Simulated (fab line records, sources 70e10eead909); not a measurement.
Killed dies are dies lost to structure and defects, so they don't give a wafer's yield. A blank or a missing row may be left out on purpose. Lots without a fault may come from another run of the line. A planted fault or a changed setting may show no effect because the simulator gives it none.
Which tool did it? | flow nand_harc | 24 lots, 72 wafers sampled, at 6 steps of a route of 1159

WHAT THE GAUGES READ, wafer by wafer
The record holds no reading of a measuring or inspecting step that can be judged against a usual standard deviation.

WHICH TOOL RAN EACH LOT (tool, then ch and the chambers of the sampled wafers, then the start)
lot  | NHARC_A_WL_FILL_CVD_03        | NHARC_A_WL_FILL_CMP_12        | NHARC_A_CONTACT_ETCH_51                       | NHARC_A_CONTACT_ETCH_121             | NHARC_A_CONTACT_STRIP_55                      | NHARC_A_CONTACT_DEP_57
L074 | cvd_w-01 ch 0,1, day 14 14:14 | cmp-02 ch 2,3, day 15 15:17   | rie_diel-04 ch 1,2,3, day 15 22:18 or earlier | har_cap_etch-01 ch 0,1, day 15 22:18 | rie_diel-04 ch 0,1,3, day 16 05:05 or earlier | acl_dep-02 ch 0, day 16 05:05
L077 | cvd_w-02 ch 0,1, day 14 22:04 | cmp-04 ch 1,3, day 15 23:55   | rie_diel-04 ch 0,2, day 16 10:49 or earlier   | har_cap_etch-03 ch 0,1, day 16 10:49 | rie_diel-04 ch 1,2, day 16 15:26 or earlier   | acl_dep-02 ch 0, day 16 15:26
L075 | cvd_w-01 ch 0,1, day 14 23:20 | cmp-02 ch 0,2, day 15 22:43   | rie_diel-04 ch 0,1,2, day 16 08:40 or earlier | har_cap_etch-01 ch 1, day 16 08:40   | rie_diel-04 ch 0,3, day 16 13:44 or earlier   | acl_dep-02 ch 0, day 16 13:44
L076 | cvd_w-02 ch 0,1, day 15 06:52 | cmp-01 ch 0,3, day 16 10:19   | rie_diel-04 ch 2,3, day 16 19:32 or earlier   | har_cap_etch-03 ch 0,1, day 16 19:32 | rie_diel-04 ch 1,2, day 16 21:56 or earlier   | acl_dep-01 ch 0, day 16 21:56
L078 | cvd_w-02 ch 1, day 15 21:57   | cmp-01 ch 2,3, day 17 00:45   | rie_diel-04 ch 0,1,3, day 17 07:22 or earlier | har_cap_etch-02 ch 0,1, day 17 07:22 | rie_diel-04 ch 0,2,3, day 17 09:35 or earlier | acl_dep-01 ch 0, day 17 09:35
L079 | cvd_w-02 ch 0,1, day 16 03:11 | cmp-02 ch 1,2, day 17 07:07   | rie_diel-10 ch 0,2, day 17 13:42 or earlier   | har_cap_etch-03 ch 1, day 17 13:42   | rie_diel-01 ch 0,1,3, day 17 15:43 or earlier | acl_dep-03 ch 0, day 17 15:43
L080 | cvd_w-01 ch 0,1, day 17 07:26 | cmp-01 ch 1,3, day 18 17:12   | rie_diel-04 ch 0,1, day 18 23:40 or earlier   | har_cap_etch-02 ch 1, day 18 23:40   | rie_diel-01 ch 0,3, day 19 02:31 or earlier   | acl_dep-03 ch 0, day 19 02:31
L081 | cvd_w-02 ch 0, day 17 07:55   | cmp-01 ch 0,2,3, day 18 08:41 | rie_diel-04 ch 1,3, day 18 16:51 or earlier   | har_cap_etch-01 ch 0,1, day 18 16:51 | rie_diel-10 ch 0,1,3, day 18 19:51 or earlier | acl_dep-02 ch 0, day 18 19:51
L083 | cvd_w-02 ch 0,1, day 17 10:47 | cmp-04 ch 0,1,3, day 18 12:56 | rie_diel-04 ch 1,2,3, day 18 19:29 or earlier | har_cap_etch-03 ch 0,1, day 18 19:29 | rie_diel-01 ch 0,1,3, day 18 21:33 or earlier | acl_dep-02 ch 0, day 18 21:33
L082 | cvd_w-01 ch 0,1, day 17 11:46 | cmp-04 ch 1,2,3, day 18 21:05 | rie_diel-10 ch 0,2,3, day 19 03:52 or earlier | har_cap_etch-02 ch 0,1, day 19 03:52 | rie_diel-04 ch 1,2,3, day 19 08:10 or earlier | acl_dep-03 ch 0, day 19 08:10
L084 | cvd_w-01 ch 0,1, day 17 15:02 | cmp-02 ch 0,2,3, day 18 21:31 | rie_diel-04 ch 0,1,2, day 19 04:09 or earlier | har_cap_etch-01 ch 0,1, day 19 04:09 | rie_diel-04 ch 0,1,2, day 19 08:02 or earlier | acl_dep-02 ch 0, day 19 08:02
L087 | cvd_w-02 ch 0,1, day 17 21:10 | cmp-02 ch 0,1, day 19 08:32   | rie_diel-01 ch 0,1, day 19 15:26 or earlier   | har_cap_etch-03 ch 0,1, day 19 15:26 | rie_diel-04 ch 1,2,3, day 19 18:29 or earlier | acl_dep-01 ch 0, day 19 18:29
L085 | cvd_w-01 ch 0,1, day 17 21:11 | cmp-02 ch 1,2, day 19 04:39   | rie_diel-04 ch 0,1, day 19 12:46 or earlier   | har_cap_etch-03 ch 0,1, day 19 12:46 | rie_diel-04 ch 0,1,3, day 19 16:13 or earlier | acl_dep-03 ch 0, day 19 16:13
L088 | cvd_w-02 ch 0,1, day 18 00:01 | cmp-01 ch 1,2,3, day 19 04:12 | rie_diel-04 ch 1,2,3, day 19 11:00 or earlier | har_cap_etch-02 ch 0,1, day 19 11:00 | rie_diel-10 ch 1,2,3, day 19 12:58 or earlier | acl_dep-02 ch 0, day 19 12:58
L090 | cvd_w-02 ch 0,1, day 18 20:45 | cmp-04 ch 0,1,2, day 20 01:16 | rie_diel-04 ch 0,1, day 20 09:04 or earlier   | har_cap_etch-02 ch 0,1, day 20 09:04 | rie_diel-10 ch 1,3, day 20 11:46 or earlier   | acl_dep-01 ch 0, day 20 11:46
L086 | cvd_w-01 ch 0,1, day 18 21:17 | cmp-02 ch 0,1,3, day 19 21:46 | rie_diel-04 ch 0,1, day 20 04:55 or earlier   | har_cap_etch-01 ch 0,1, day 20 04:55 | rie_diel-10 ch 2,3, day 20 07:32 or earlier   | acl_dep-01 ch 0, day 20 07:32
L089 | cvd_w-02 ch 1, day 19 04:47   | cmp-01 ch 0,2,3, day 20 05:18 | rie_diel-01 ch 1,3, day 20 12:42 or earlier   | har_cap_etch-03 ch 0,1, day 20 12:42 | rie_diel-01 ch 0,1,3, day 20 16:31 or earlier | acl_dep-01 ch 0, day 20 16:31
L093 | cvd_w-01 ch 1, day 19 07:45   | cmp-02 ch 1,2,3, day 20 10:02 | rie_diel-01 ch 0,1, day 20 17:17 or earlier   | har_cap_etch-01 ch 0,1, day 20 17:17 | rie_diel-10 ch 1,3, day 20 19:20 or earlier   | acl_dep-03 ch 0, day 20 19:20
L092 | cvd_w-02 ch 0,1, day 19 08:45 | cmp-01 ch 0,1,2, day 20 14:21 | rie_diel-10 ch 0,2,3, day 20 21:44 or earlier | har_cap_etch-01 ch 0,1, day 20 21:44 | rie_diel-01 ch 0,1,2, day 21 05:56 or earlier | acl_dep-03 ch 0, day 21 05:56
L091 | cvd_w-01 ch 0,1, day 19 10:33 | cmp-04 ch 0,1,2, day 20 18:42 | rie_diel-04 ch 1,2,3, day 21 01:24 or earlier | har_cap_etch-01 ch 0,1, day 21 01:24 | rie_diel-04 ch 0,1,3, day 21 09:41 or earlier | acl_dep-01 ch 0, day 21 09:41
L095 | cvd_w-01 ch 0,1, day 20 09:16 | cmp-04 ch 0,3, day 21 15:55   | rie_diel-04 ch 0,1, day 21 22:34 or earlier   | har_cap_etch-03 ch 0,1, day 21 22:34 | rie_diel-01 ch 0,1,3, day 22 01:02 or earlier | acl_dep-02 ch 0, day 22 01:02
L094 | cvd_w-01 ch 1, day 20 12:07   | cmp-01 ch 0,1,2, day 21 20:14 | rie_diel-04 ch 1,2,3, day 22 03:03 or earlier | har_cap_etch-01 ch 0,1, day 22 03:03 | rie_diel-04 ch 0,2,3, day 22 05:52 or earlier | acl_dep-02 ch 0, day 22 05:52
L097 | cvd_w-01 ch 0,1, day 20 14:59 | cmp-02 ch 0,1,3, day 21 17:17 | rie_diel-04 ch 0,1,3, day 22 00:16 or earlier | har_cap_etch-02 ch 0,1, day 22 00:16 | rie_diel-10 ch 1,2,3, day 22 02:25 or earlier | acl_dep-03 ch 0, day 22 02:25
L096 | cvd_w-01 ch 0,1, day 20 19:35 | cmp-02 ch 0,3, day 22 02:13   | rie_diel-01 ch 0,2,3, day 22 08:48 or earlier | har_cap_etch-01 ch 0,1, day 22 08:48 | rie_diel-04 ch 2,3, day 22 11:02 or earlier   | acl_dep-01 ch 0, day 22 11:02
- NHARC_A_WL_FILL_CVD_03: deposits W, target thk 40 nm, time 3302 s.
- NHARC_A_WL_FILL_CMP_12: polishes, t overpolish 30 s, target thk 75 nm.
- NHARC_A_CONTACT_ETCH_51: etches the open film in O2/COS, target depth 3600 nm, time 936 s.
- NHARC_A_CONTACT_ETCH_121: etches the open film in C4F8/O2/Ar, time 94 s, target depth 922 nm.
- NHARC_A_CONTACT_STRIP_55: strips in O2.
- NHARC_A_CONTACT_DEP_57: deposits aC, target thk 2800 nm.

WHAT THE TOOLS THEMSELVES READ (means of the sampled wafers that have a number; where no wafer has one, the mark that the record gives instead)
NHARC_A_WL_FILL_CVD_03.
lot  | tool     | heater_power_w (W) | mfc_wf6_sccm (sccm) | throttle_valve_pct (%)
L074 | cvd_w-01 | 439                | 40.08               | 7.96
L077 | cvd_w-02 | 429                | 39.99               | 7.95
L075 | cvd_w-01 | 434                | 39.86               | 7.83
L076 | cvd_w-02 | 427                | 40.04               | 7.82
L078 | cvd_w-02 | 535                | 40.08               | 8.09
L079 | cvd_w-02 | 434                | 40.13               | 7.78
L080 | cvd_w-01 | 440                | 39.97               | 7.83
L081 | cvd_w-02 | 379                | 39.98               | 7.48
L083 | cvd_w-02 | 474                | 39.93               | 7.80
L082 | cvd_w-01 | 444                | 39.94               | 8.07
L084 | cvd_w-01 | 439                | 39.96               | 8.04
L087 | cvd_w-02 | 421                | 40.10               | 7.66
L085 | cvd_w-01 | 446                | 39.98               | 7.74
L088 | cvd_w-02 | 471                | 39.98               | 7.72
L090 | cvd_w-02 | 476                | 39.95               | 7.87
L086 | cvd_w-01 | 446                | 39.95               | 8.06
L089 | cvd_w-02 | 525                | 40.14               | 7.91
L093 | cvd_w-01 | 469                | 39.97               | 8.14
L092 | cvd_w-02 | 476                | 39.96               | 7.83
L091 | cvd_w-01 | 441                | 39.97               | 7.91
L095 | cvd_w-01 | 445                | 39.99               | 7.87
L094 | cvd_w-01 | 474                | 39.87               | 8.22
L097 | cvd_w-01 | 412                | 40.01               | 7.78
L096 | cvd_w-01 | 409                | 40.00               | 7.92

NHARC_A_WL_FILL_CMP_12.
lot  | tool   | motor_current_A (A) | overpolish_run_s (s) | time_to_endpoint_s (s)
L074 | cmp-02 | 12.1                | 29.994               | 15.8
L077 | cmp-04 | 13.1                | 29.995               | 12.3
L075 | cmp-02 | 12.0                | 30.003               | 12.5
L076 | cmp-01 | 11.7                | 30.006               | 14.4
L078 | cmp-01 | 11.6                | 30.002               | 12.3
L079 | cmp-02 | 12.6                | 30.002               | 14.3
L080 | cmp-01 | 10.3                | 30.004               | 21.8
L081 | cmp-01 | 11.8                | 30.001               | 13.4
L083 | cmp-04 | 12.3                | 29.997               | 17.6
L082 | cmp-04 | 12.5                | 30.005               | 15.2
L084 | cmp-02 | 12.3                | 29.998               | 14.0
L087 | cmp-02 | 12.5                | 29.998               | 13.1
L085 | cmp-02 | 12.4                | 29.998               | 11.5
L088 | cmp-01 | 10.8                | 30.003               | 14.6
L090 | cmp-04 | 11.8                | 29.995               | 17.4
L086 | cmp-02 | 12.7                | 30.001               | 14.7
L089 | cmp-01 | 12.4                | 30.012               | 11.1
L093 | cmp-02 | 12.7                | 29.999               | 11.9
L092 | cmp-01 | 12.0                | 30.008               | 13.1
L091 | cmp-04 | 11.8                | 30.003               | 14.7
L095 | cmp-04 | 12.9                | 30.000               | 15.5
L094 | cmp-01 | 11.8                | 29.993               | 15.7
L097 | cmp-02 | 12.6                | 29.990               | 14.3
L096 | cmp-02 | 12.8                | 30.006               | 13.7

NHARC_A_CONTACT_ETCH_51.
lot  | tool        | bias_w (W) | drypump_motor_current_A (A) | oes_product_au (a.u.) | rf_vpp_V (V) | showerhead_plenum_p_Torr (Torr) | throttle_valve_pct (%)
L074 | rie_diel-04 | 300.1      | 5.8                         | 1.001                 | 314.1        | 3.13                            | 28.333
L077 | rie_diel-04 | 300.9      | 6.0                         | 1.007                 | 314.6        | 3.15                            | 28.327
L075 | rie_diel-04 | 299.8      | 6.0                         | 1.011                 | 314.5        | 3.11                            | 28.339
L076 | rie_diel-04 | 299.8      | 6.2                         | 0.998                 | 312.2        | 3.08                            | 28.332
L078 | rie_diel-04 | 300.2      | 5.5                         | 0.999                 | 315.7        | 3.21                            | 28.328
L079 | rie_diel-10 | 299.2      | 5.8                         | 1.003                 | 314.8        | 3.15                            | 28.339
L080 | rie_diel-04 | 299.9      | 5.7                         | 0.992                 | 315.5        | 3.20                            | 28.322
L081 | rie_diel-04 | 299.6      | 5.4                         | 1.003                 | 316.3        | 3.22                            | 28.331
L083 | rie_diel-04 | 299.4      | 5.9                         | 0.998                 | 314.4        | 3.12                            | 28.331
L082 | rie_diel-10 | 300.1      | 5.5                         | 1.003                 | 314.7        | 3.13                            | 28.329
L084 | rie_diel-04 | 299.4      | 6.0                         | 1.002                 | 313.3        | 3.11                            | 28.315
L087 | rie_diel-01 | 300.6      | 5.7                         | 1.017                 | 313.5        | 3.06                            | 28.330
L085 | rie_diel-04 | 300.4      | 5.7                         | 0.998                 | 314.4        | 3.16                            | 28.339
L088 | rie_diel-04 | 300.3      | 5.9                         | 1.003                 | 314.2        | 3.12                            | 28.340
L090 | rie_diel-04 | 299.9      | 5.7                         | 1.003                 | 314.8        | 3.15                            | 28.331
L086 | rie_diel-04 | 299.9      | 5.7                         | 0.995                 | 315.0        | 3.19                            | 28.331
L089 | rie_diel-01 | 300.6      | 5.3                         | 1.007                 | 316.2        | 3.30                            | 28.324
L093 | rie_diel-01 | 299.8      | 5.7                         | 1.002                 | 313.4        | 3.05                            | 28.336
L092 | rie_diel-10 | 300.1      | 5.5                         | 0.999                 | 314.7        | 3.13                            | 28.330
L091 | rie_diel-04 | 300.1      | 5.8                         | 1.006                 | 313.9        | 3.11                            | 28.330
L095 | rie_diel-04 | 300.0      | 5.7                         | 0.991                 | 315.2        | 3.19                            | 28.333
L094 | rie_diel-04 | 299.6      | 5.8                         | 0.997                 | 314.6        | 3.11                            | 28.333
L097 | rie_diel-04 | 299.6      | 5.6                         | 0.998                 | 315.9        | 3.20                            | 28.332
L096 | rie_diel-01 | 300.1      | 5.3                         | 0.994                 | 313.2        | 3.08                            | 28.337

NHARC_A_CONTACT_STRIP_55.
lot  | tool        | drypump_motor_current_A (A) | oes_product_au (a.u.) | rf_vpp_V (V) | showerhead_plenum_p_Torr (Torr) | throttle_valve_pct (%)
L074 | rie_diel-04 | 5.6                         | 1.003                 | 58.1         | 3.63                            | 17.034
L077 | rie_diel-04 | 6.3                         | 1.004                 | 57.4         | 3.42                            | 17.042
L075 | rie_diel-04 | 5.6                         | 1.003                 | 57.6         | 3.67                            | 17.037
L076 | rie_diel-04 | 6.3                         | 1.011                 | 58.0         | 3.42                            | 17.040
L078 | rie_diel-04 | 5.9                         | 1.002                 | 58.2         | 3.58                            | 17.037
L079 | rie_diel-01 | 5.5                         | 1.005                 | 57.8         | 3.60                            | 17.040
L080 | rie_diel-01 | 5.2                         | 1.010                 | 58.6         | 3.64                            | 17.037
L081 | rie_diel-10 | 5.3                         | 1.004                 | 57.1         | 3.57                            | 17.038
L083 | rie_diel-01 | 5.5                         | 1.003                 | 58.3         | 3.60                            | 17.039
L082 | rie_diel-04 | 5.9                         | 0.996                 | 58.3         | 3.52                            | 17.032
L084 | rie_diel-04 | 6.0                         | 1.006                 | 57.7         | 3.51                            | 17.031
L087 | rie_diel-04 | 5.8                         | 1.007                 | 57.0         | 3.52                            | 17.042
L085 | rie_diel-04 | 5.6                         | 0.998                 | 57.6         | 3.62                            | 17.039
L088 | rie_diel-10 | 5.6                         | 1.005                 | 57.2         | 3.69                            | 17.036
L090 | rie_diel-10 | 5.4                         | 1.001                 | 57.7         | 3.66                            | 17.041
L086 | rie_diel-10 | 5.6                         | 1.000                 | 57.3         | 3.64                            | 17.049
L089 | rie_diel-01 | 5.6                         | 1.009                 | 58.8         | 3.59                            | 17.036
L093 | rie_diel-10 | 5.4                         | 1.002                 | 58.5         | 3.71                            | 17.033
L092 | rie_diel-01 | 5.7                         | 1.008                 | 58.1         | 3.43                            | 17.046
L091 | rie_diel-04 | 5.6                         | 0.996                 | 58.1         | 3.62                            | 17.040
L095 | rie_diel-01 | 5.5                         | 0.995                 | 57.9         | 3.58                            | 17.039
L094 | rie_diel-04 | 5.8                         | 1.004                 | 58.9         | 3.56                            | 17.034
L097 | rie_diel-10 | 5.6                         | 1.006                 | 58.4         | 3.67                            | 17.041
L096 | rie_diel-04 | 6.1                         | 1.001                 | 57.3         | 3.47                            | 17.035

NHARC_A_CONTACT_DEP_57.
lot  | tool       | throttle_valve_pct (%)
L074 | acl_dep-02 | 35.003
L077 | acl_dep-02 | 34.996
L075 | acl_dep-02 | 35.004
L076 | acl_dep-01 | 35.011
L078 | acl_dep-01 | 35.000
L079 | acl_dep-03 | 34.999
L080 | acl_dep-03 | 34.994
L081 | acl_dep-02 | 35.004
L083 | acl_dep-02 | 35.001
L082 | acl_dep-03 | 35.001
L084 | acl_dep-02 | 34.997
L087 | acl_dep-01 | 35.003
L085 | acl_dep-03 | 35.005
L088 | acl_dep-02 | 35.002
L090 | acl_dep-01 | 34.995
L086 | acl_dep-01 | 35.003
L089 | acl_dep-01 | 35.010
L093 | acl_dep-03 | 35.000
L092 | acl_dep-03 | 35.011
L091 | acl_dep-01 | 34.997
L095 | acl_dep-02 | 34.998
L094 | acl_dep-02 | 34.993
L097 | acl_dep-03 | 35.007
L096 | acl_dep-01 | 35.009

THE ANSWER, worked out from the rows above alone
Rule: what is usual is taken from the lots themselves. Put in order of their means at a reading, lots are off if they are a third of the lots or fewer, leave a main group of 4 or more, and stand apart from it by a gap of 3 or more times the standard deviation of the main group's means; of several such gaps the widest counts. A main group whose means are all the same, to the digits that the tables above print for the reading, isn't used. A lot without any number at a reading at which 4 lots or more have one is off too. The other lots that the step has rows for count as sound. The gauges are gone through in route order, then the tools' own readings, and for those a lot's mean is taken as printed above. The first step at which some lot is off is used, and at that step the reading that is off furthest; a lot without a number counts as furthest.
No lot is off at any reading shown: from this, nothing can be told.

WHAT THE SIMULATOR HAD PUT IN
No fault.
